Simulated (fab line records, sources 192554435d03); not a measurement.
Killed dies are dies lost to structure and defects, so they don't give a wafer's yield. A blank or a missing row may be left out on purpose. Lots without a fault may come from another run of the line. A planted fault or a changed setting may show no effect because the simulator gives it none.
Chamber matching | flow n5_finfet | N5_BEOL_M0_CUTY_DESCUM_61 on rie_diel-03: 4 sister chambers
The step chemistry O2, time 7.9 s. 8 wafers are shown with their chamber, then 11 later ones without.

WAFERS WITH THEIR CHAMBER
wafer  | chamber | throttle_valve_pct (%) | showerhead_plenum_p_Torr (Torr)
L081.6 | 2       | 20.27                  | 2.23
L082.5 | 1       | 20.89                  | 2.07
L083.4 | 1       | 20.92                  | 2.07
L084.4 | 2       | 20.27                  | 2.22
L085.2 | 3       | 20.36                  | 2.07
L085.3 | 0       | 20.65                  | 2.00
L085.5 | 3       | 20.39                  | 2.07
L088.4 | 0       | 20.66                  | 1.99

WAFERS WITHOUT THEIR CHAMBER
wafer  | throttle_valve_pct (%) | showerhead_plenum_p_Torr (Torr)
L088.5 | 20.95                  | 2.07
L088.6 | 20.29                  | 2.22
L091.2 | 20.68                  | 1.99
L091.4 | 20.38                  | 2.06
L091.5 | 20.66                  | 1.99
L090.2 | 20.30                  | 2.22
L090.4 | 20.65                  | 1.99
L090.6 | 20.32                  | 2.22
L097.1 | 20.42                  | 2.06
L097.2 | 20.31                  | 2.21
L097.6 | 20.32                  | 2.21

WHICH CHAMBER EACH WENT THROUGH
wafer  | from the rows above | in truth
L088.5 | 1                   | 1
L088.6 | 2                   | 2
L091.2 | 0                   | 0
L091.4 | 3                   | 3
L091.5 | 0                   | 0
L090.2 | 2                   | 2
L090.4 | 0                   | 0
L090.6 | 2                   | 2
L097.1 | 3                   | 3
L097.2 | 2                   | 2
L097.6 | 2                   | 2
Placed correctly: 11 of 11. Can't be placed from these rows: 0. Placed wrongly: 0.
How it was worked out, from the rows above alone: a wafer's distance from a chamber is the root of the sum, over the readings, of the square of ((its reading less the chamber's mean) divided by the reading's scatter). The wafer belongs to the nearest chamber; if the next one is less than 2 further off, it can't be placed. A chamber's mean is the mean of its shown wafers. The scatter: the root of (the sum of the squares of (reading less its chamber's mean) over the shown wafers, divided by (wafers less chambers)).
